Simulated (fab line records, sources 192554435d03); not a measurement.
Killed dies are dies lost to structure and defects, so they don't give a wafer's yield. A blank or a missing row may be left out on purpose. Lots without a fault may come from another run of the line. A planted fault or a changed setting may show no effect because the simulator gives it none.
fab line records | flow n5_finfet
record lots=6 wafers=16 last_day=18
route steps=1938 shown BEOL_M1@757 BEOL_M4@1111
lots that met no fault: from a run of the same line without faults
start_h: hours from the record's first day to the start of the lot's first wafer shown | wait_h: hours since the lot's step before | " the same as in the row above | L1.1+2: a row that stands for several wafers | - no value, or no start given | * or withheld: withheld | < > ~ a bound
route shown NAME@n: a module of which the file shows steps, and the number in the route of the first | usual: mean/standard deviation of fault-free wafers | same: alike in all rows | chamber/n: place in a boat | sites: the reading at each site | _std_site: their standard deviation | _edge_site: outer sites' mean less inner sites' | radius_mm: how far each site lies from the wafer's centre | mask NAME#n: copy n | behind: the tool/chamber that last shaped the wafer | hold: why the lot was held/for how many hours/how that ended | device: the transistor (n, p or np) that didn't switch | end of line: the same wafers' tests at the end of the route | a step without rows: its recipe alone | killed: dies lost to structure and defects at the first sort, not the wafer's yield | map: a wafer's dies, x killed, . not, _ none there
set.NAME: the setting as run; set.NAME@STEP: as run at that earlier step | model.NAME: the simulator's own value behind a step, which no gauge read
lots at some steps of the route; a table a step, a row a wafer
services: from which hour (start_h, from the record's first day; less than 0 if before it) a tool's chamber was out of use, for how many hours, and why
## steps
# step N5_BEOL_M1_COAT_73
# recipe resist=underlayer temp_c=205 time_s=60 spin_rpm=1500 resist_thk_nm=5
# step N5_BEOL_M1_COAT_05
# recipe resist=CAR-EUV spin_rpm=1500 resist_thk_nm=30
# step N5_BEOL_M1_EBR_07
# recipe solvent=PGMEA ebr_width_mm=1.5
# step N5_BEOL_M1_SOFTBAKE_06
# recipe temp_c=110 time_s=60 resist=CAR-EUV
# step N5_BEOL_M1_EXPOSE_08
# recipe mask_id=M1 na=0.33 source_shape=dipole sigma_inner=0.369 sigma_outer=0.767 polarization=unpolarized dose_mj=33
# step N5_BEOL_M1_PEB_09
# recipe peb_temp_c=100 peb_time_s=60 resist=CAR-EUV
# step N5_BEOL_M1_DEVELOP_10
# recipe develop_time_s=30 developer=TMAH resist=CAR-EUV rinse_liquid=surfactant_rinse dry=air_spin dev_temp_c=23
# step N5_BEOL_M1_CD_MEAS_11
# recipe target_cd_nm=17.05 landing_energy_ev=500 detector=se_inlens polarity=opening
# usual cd_nm=17.1/0.31
# columns lot.wafer tool chamber start_h wait_h cd_nm
L170.1 cd_sem-02 0 132.21 - 17.0
L170.3 " 0 " " 17.1
L170.6 " 0 " " 17.1
L173.2 cd_sem-02 0 150.72 - 17.3
L173.4 " 0 " " 17.3
L173.6 " 0 " " 16.8
L175.1 cd_sem-01 0 156.22 - 17.1
L175.5 " 0 " " 17.3
L175.6 " 0 " " 17.2
L183.1 cd_sem-01 0 248.14 - 17.4
L183.4 " 0 " " 17.5
L183.6 " 0 " " 17.1
L184.4 cd_sem-03 0 251.19 - 17.1
L184.6 " 0 " " 16.7
L182.4 cd_sem-01 0 253.78 - 16.5
L182.6 " 0 " " 17.2
# step N5_BEOL_M1_OVL_MEAS_12
# recipe points_per_wafer=522
# usual M1_OVL=-0.3/0.75
# columns lot.wafer tool chamber start_h wait_h M1_OVL[nm]
L170.1 overlay-02 0 132.24 0.0 -1.8
L170.3 " 0 " " -1.8
L170.6 " 0 " " -0.7
L173.2 overlay-01 0 150.76 0.0 -0.8
L173.4 " 0 " " -0.1
L173.6 " 0 " " -0.6
L175.1 overlay-01 0 156.25 0.0 -1.1
L175.5 " 0 " " -2.1
L175.6 " 0 " " -0.1
L183.1 overlay-02 0 248.17 0.0 0.1
L183.4 " 0 " " -1.5
L183.6 " 0 " " -2.1
L184.4 overlay-02 0 251.24 0.0 -1.3
L184.6 " 0 " " -1.3
L182.4 overlay-02 0 253.82 0.0 0.5
L182.6 " 0 " " -0.2
# step N5_BEOL_M1_INSPECT_13
# recipe mode=adi inspect_instrument=brightfield
# usual raw_defect_count=372/82
# columns lot.wafer tool chamber start_h wait_h raw_defect_count
L170.1 defect_inspect-01 - 132.30 0.1 456
L170.3 " - " " 559
L170.6 " - " " 493
L173.2 defect_inspect-02 - 150.81 0.0 369
L173.4 " - " " 346
L173.6 " - " " 426
L175.1 defect_inspect-01 - 156.31 0.1 293
L175.5 " - " " 304
L175.6 " - " " 444
L183.1 defect_inspect-02 - 248.22 0.1 370
L183.4 " - " " 411
L183.6 " - " " 396
L184.4 defect_inspect-02 - 251.28 0.0 439
L184.6 " - " " 345
L182.4 defect_inspect-02 - 253.87 0.0 424
L182.6 " - " " 359
# step N5_BEOL_M1_DESCUM_16
# recipe chemistry=O2 time_s=7 source_power_w=50 bias_power_w=20 pressure_mtorr=20 rf_frequency_hz=2.712e+07 temp_c=40 resist=CAR-EUV o2_flow_sccm=225
# usual drypump_motor_current_A=5.6/0.67 oes_product_au=0.76/0.065 rf_fwd_power_W=49.34/0.25 rf_vpp_V=243.4/1.4 showerhead_plenum_p_Torr=2.10/0.069 throttle_valve_pct=20.52/0.27
# same time_s=7
# columns lot.wafer tool chamber start_h wait_h drypump_motor_current_A oes_product_au rf_fwd_power_W rf_hours_counter_h rf_vpp_V showerhead_plenum_p_Torr throttle_valve_pct
L170.1 rie_diel-01 1 132.81 0.5 5.2 0.70 49.42 210 245.7 2.15 20.27
L170.3 " 3 " " 4.7 0.71 49.99 210 241.1 2.09 20.85
L170.6 " 3 " " 4.7 0.71 49.80 - 242.3 2.09 20.85
L173.2 rie_diel-01 1 150.84 0.0 5.2 0.69 49.46 216 245.4 2.15 20.27
L173.4 " 0 " " 5.0 0.78 48.97 148 246.1 2.19 20.71
L173.6 " 0 " " 5.0 0.79 49.14 - 244.5 2.19 20.71
L175.1 rie_diel-05 3 156.34 0.0 4.9 0.95 49.33 10 245.2 2.23 20.40
L175.5 " 2 " " 5.3 0.70 49.19 - 245.4 2.15 20.41
L175.6 " 1 " " 6.7 0.74 49.54 - 242.3 1.99 20.45
L183.1 rie_diel-06 1 248.37 0.1 5.4 0.71 49.64 205 244.2 2.07 20.55
L183.4 " 3 " " 5.4 0.72 49.58 192 241.6 2.06 20.41
L183.6 " 3 " " 5.4 0.73 49.75 - 244.7 2.06 20.41
L184.4 rie_diel-06 2 251.54 0.3 6.5 0.86 49.14 25 242.9 2.04 20.04
L184.6 " 2 " " 6.5 0.86 49.10 - 242.1 2.04 20.04
L182.4 rie_diel-06 2 254.49 0.6 6.5 0.87 49.02 26 242.7 2.04 20.06
L182.6 " 1 " " 5.4 0.71 49.45 - 243.3 2.07 20.55
# step N5_BEOL_M1_ETCH_74
# recipe chemistry=N2/H2 target=underlayer target_depth_a=65 mask_material=CAR-EUV time_s=5.2 ion_energy_ev=200 pressure_mtorr=30 source_w=840 bias_w=150 n2_flow_sccm=200 h2_flow_sccm=200 ends=cleared
# usual drypump_motor_current_A=5.6/0.66 etch_rf_on_time_s=5.20/0.11 oes_product_au=0.65/0.055 rf_fwd_power_W=819.1/2.5 rf_vpp_V=524.2/2.7 showerhead_plenum_p_Torr=2.55/0.086 throttle_valve_pct=17.94/0.21
# columns lot.wafer tool chamber start_h wait_h drypump_motor_current_A etch_rf_on_time_s oes_product_au rf_fwd_power_W rf_hours_counter_h rf_vpp_V showerhead_plenum_p_Torr throttle_valve_pct
L170.1 rie_diel-01 1 132.84 0.0 5.2 5.04 0.60 822.0 210 526.5 2.62 17.80
L170.3 " 3 " " 4.7 5.11 0.61 821.9 210 524.0 2.52 18.14
L170.6 " 3 " " 4.7 5.22 0.61 819.7 - 521.9 2.52 18.12
L173.2 rie_diel-01 1 150.88 0.0 5.2 4.94 0.61 812.7 216 528.6 2.62 17.81
L173.4 " 0 " " 5.0 5.10 0.66 818.9 148 526.2 2.65 18.09
L173.6 " 0 " " 5.0 5.07 0.66 817.6 - 526.6 2.65 18.10
L175.1 rie_diel-05 3 156.38 0.0 5.0 5.20 0.80 822.0 10 529.5 2.73 17.81
L175.5 " 2 " " 5.3 5.37 0.60 823.1 - 525.3 2.63 17.88
L175.6 " 1 " " 6.7 5.30 0.62 822.2 - 520.1 2.43 17.99
L183.1 rie_diel-06 1 248.40 0.0 5.4 5.32 0.60 819.0 205 525.5 2.51 17.91
L183.4 " 3 " " 5.5 5.03 0.63 819.2 192 525.6 2.52 18.04
L183.6 " 3 " " 5.5 5.10 0.63 817.1 - 522.4 2.52 18.04
L184.4 rie_diel-06 2 251.58 0.0 6.5 5.14 0.76 821.4 25 519.8 2.49 17.53
L184.6 " 2 " " 6.5 5.17 0.74 816.7 - 521.4 2.49 17.55
L182.4 rie_diel-06 2 254.52 0.0 6.5 5.17 0.75 823.0 26 520.7 2.49 17.54
L182.6 " 1 " " 5.4 5.41 0.60 821.4 - 521.9 2.51 17.95
# step N5_BEOL_M1_ETCH_63
# recipe chemistry=CF4 target=SiARC target_depth_a=156 mask_material=CAR-EUV time_s=26 ion_energy_ev=80 pressure_mtorr=40 source_w=545 bias_w=36 Ar_flow_sccm=100 cf4_flow_sccm=100 ends=cleared
# usual drypump_motor_current_A=5.6/0.67 etch_rf_on_time_s=26.1/0.49 mfc_ar_sccm=100.0/0.31 oes_product_au=0.64/0.055 rf_fwd_power_W=532.2/2 rf_vpp_V=184.2/1.2 showerhead_plenum_p_Torr=2.15/0.064 throttle_valve_pct=15.73/0.23
# columns lot.wafer tool chamber start_h wait_h drypump_motor_current_A etch_rf_on_time_s mfc_ar_sccm oes_product_au rf_fwd_power_W rf_hours_counter_h rf_vpp_V showerhead_plenum_p_Torr throttle_valve_pct
L170.1 rie_diel-01 1 132.86 0.0 5.2 25.3 100.5 0.60 532.1 210 185.0 2.21 15.67
L170.3 " 3 " " 4.7 25.7 100.3 0.61 533.3 210 183.7 2.12 15.86
L170.6 " 3 " " 4.7 25.9 99.9 0.62 532.9 - 182.7 2.12 15.88
L173.2 rie_diel-01 1 150.90 0.0 5.2 25.3 100.0 0.60 529.1 216 185.8 2.21 15.67
L173.4 " 0 " " 5.0 26.1 100.2 0.66 532.0 148 186.2 2.24 15.90
L173.6 " 0 " " 5.0 26.1 100.0 0.66 531.8 - 186.2 2.24 15.90
L175.1 rie_diel-05 3 156.39 0.0 4.9 25.6 100.0 0.80 532.2 10 187.3 2.27 15.49
L175.5 " 2 " " 5.3 26.3 99.5 0.60 530.9 - 184.9 2.21 15.72
L175.6 " 1 " " 6.7 26.2 100.0 0.64 531.8 - 182.8 2.06 15.73
L183.1 rie_diel-06 1 248.42 0.0 5.4 26.7 100.1 0.60 531.7 205 184.4 2.12 15.76
L183.4 " 3 " " 5.4 25.4 99.6 0.62 535.5 192 185.4 2.13 15.75
L183.6 " 3 " " 5.4 25.5 99.5 0.62 537.7 - 183.4 2.13 15.75
L184.4 rie_diel-06 2 251.59 0.0 6.5 25.7 99.8 0.75 531.1 25 183.6 2.11 15.26
L184.6 " 2 " " 6.5 33.8 99.8 0.65 529.3 - 183.1 2.11 15.25
L182.4 rie_diel-06 2 254.54 0.0 6.5 25.7 100.6 0.75 531.8 26 184.8 2.11 15.28
L182.6 " 1 " " 5.4 35.3 100.1 0.52 532.7 - 184.7 2.12 15.78
# step N5_BEOL_M1_ETCH_64
# recipe chemistry=N2/H2 target=SOC target_depth_a=750 overetch_a=150 mask_material=SiARC temp_c=40 time_s=112.5 ion_energy_ev=200 pressure_mtorr=30 source_w=840 bias_w=150 n2_flow_sccm=200 h2_flow_sccm=200
# usual drypump_motor_current_A=5.6/0.67 oes_product_au=0.60/0.049 rf_fwd_power_W=836.6/2.7 rf_vpp_V=524.2/2.3 showerhead_plenum_p_Torr=2.55/0.086 throttle_valve_pct=17.90/0.21
# same time_s=112.5
# columns lot.wafer tool chamber start_h wait_h drypump_motor_current_A oes_product_au rf_fwd_power_W rf_hours_counter_h rf_vpp_V showerhead_plenum_p_Torr throttle_valve_pct
L170.1 rie_diel-01 1 132.89 0.0 5.2 0.55 837.5 210 526.1 2.62 17.74
L170.3 " 3 " " 4.7 0.56 837.2 210 522.7 2.52 18.09
L170.6 " 3 " " 4.7 0.57 830.9 - 521.5 2.52 18.10
L173.2 rie_diel-01 1 150.92 0.0 5.2 0.56 838.5 216 526.6 2.61 17.77
L173.4 " 0 " " 5.0 0.61 837.4 148 527.4 2.65 18.05
L173.6 " 0 " " 5.0 0.62 837.0 - 527.9 2.65 18.04
L175.1 rie_diel-05 3 156.42 0.0 4.9 0.76 839.8 10 528.3 2.73 17.78
L175.5 " 2 " " 5.3 0.56 834.1 - 525.3 2.63 17.86
L175.6 " 1 " " 6.7 0.59 834.2 - 521.4 2.43 17.93
L183.1 rie_diel-06 1 248.45 0.0 5.4 0.57 836.9 205 523.7 2.51 17.86
L183.4 " 3 " " 5.5 0.58 837.2 192 522.9 2.52 17.98
L183.6 " 3 " " 5.5 0.57 837.9 - 526.0 2.52 17.99
L184.4 rie_diel-06 2 251.62 0.0 6.5 0.69 829.2 25 522.7 2.49 17.51
L184.6 " 2 " " 6.5 0.69 832.2 - 522.3 2.49 17.49
L182.4 rie_diel-06 2 254.57 0.0 6.5 0.69 839.7 26 521.9 2.49 17.50
L182.6 " 1 " " 5.4 0.57 837.6 - 522.5 2.51 17.88
# step N5_BEOL_M4_RC_MEAS_101
# usual DIBL_N=36.3/1.9 DIBL_P=36.0/2.1 IOFF_N=0.16/0.031 IOFF_P=0.21/0.035 ION_N=675/14 ION_P=464/8.5 SS_N=71.5/0.6 SS_P=73.3/0.72 VT_N=250/3.2 VT_P=-250/3.1
# columns lot.wafer tool chamber start_h wait_h DIBL_N[mV/V] DIBL_P[mV/V] IOFF_N[nA/um] IOFF_P[nA/um] ION_N[uA/um] ION_P[uA/um] SS_N[mV/dec] SS_P[mV/dec] VT_N[mV] VT_P[mV]
L170.1 prober-02 0 173.37 0.0 33.9 33.4 0.11 0.17 662 457 70.9 71.9 253 -248
L170.3 " 0 " " 38.7 38.1 0.21 0.26 676 466 72.7 73.5 248 -246
L170.6 " 0 " " 35.0 35.1 0.13 0.21 663 459 71.5 73.5 251 -248
L173.2 prober-02 0 186.20 0.2 35.7 36.1 0.15 0.20 679 466 71.0 73.9 252 -252
L173.4 " 0 " " 38.5 39.5 0.18 0.25 674 465 72.0 74.8 252 -247
L173.6 " 0 " " 34.7 35.2 0.13 0.19 660 457 71.1 73.1 252 -255
L175.1 prober-02 0 198.27 0.0 38.9 37.7 0.18 0.23 687 463 71.9 73.9 248 -250
L175.5 " 0 " " 38.9 38.4 0.19 0.24 706 476 71.7 74.3 250 -250
L175.6 " 0 " " 37.5 36.1 0.18 0.20 678 467 71.7 73.4 248 -249
L183.1 prober-01 0 285.09 0.0 35.8 33.6 0.14 0.18 661 454 71.6 72.2 252 -251
L183.4 " 0 " " 36.8 35.1 0.16 0.21 680 472 71.9 73.1 249 -248
L183.6 " 0 " " 35.7 33.7 0.14 0.19 679 475 72.4 72.7 250 -251
L184.4 prober-01 0 302.83 0.5 32.7 32.0 0.10 0.13 670 462 70.9 72.2 256 -259
L184.6 " 0 " " 33.9 34.1 0.12 0.15 664 453 70.9 72.7 254 -255
L182.4 prober-02 0 320.52 0.5 36.7 36.3 0.15 0.21 676 460 72.0 73.5 252 -249
L182.6 " 0 " " 34.8 34.3 0.12 0.18 658 454 71.0 72.8 255 -253
## services
# columns tool chamber start_h hours kind
rie_diel-06 2 128.02 - clean
rie_diel-06 2 128.02 - consumable_replace:focus_ring
rie_diel-06 2 128.02 22.3 scheduled_down
rie_diel-06 2 128.02 22.3 vent_cycle
rie_diel-05 2 167.42 14.2 repair
rie_diel-06 - 168.33 28.1 pm
rie_diel-01 1 249.23 - clean
rie_diel-01 1 249.23 - consumable_replace:focus_ring
rie_diel-01 1 249.23 20.2 scheduled_down
rie_diel-01 1 249.23 20.2 vent_cycle
rie_diel-05 - 253.99 4.3 pm
## key
first_sign step=N5_BEOL_M1_ETCH_63 reading=etch_rf_on_time_s direction=up sigmas=17 usual=* struck=*
effect none on later readings
met_at N5_BEOL_M1_ETCH_63
struck_wafers L182.6,L184.6
onset_between 248.42 251.59
fault kind=process_parameter_drift tool=rie_diel-06 chamber=- onset_h=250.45 steps=N5_BEOL_M1_ETCH_63 channel=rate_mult offset=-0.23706 shape=step end_h=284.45 scope=struck_wafers_only
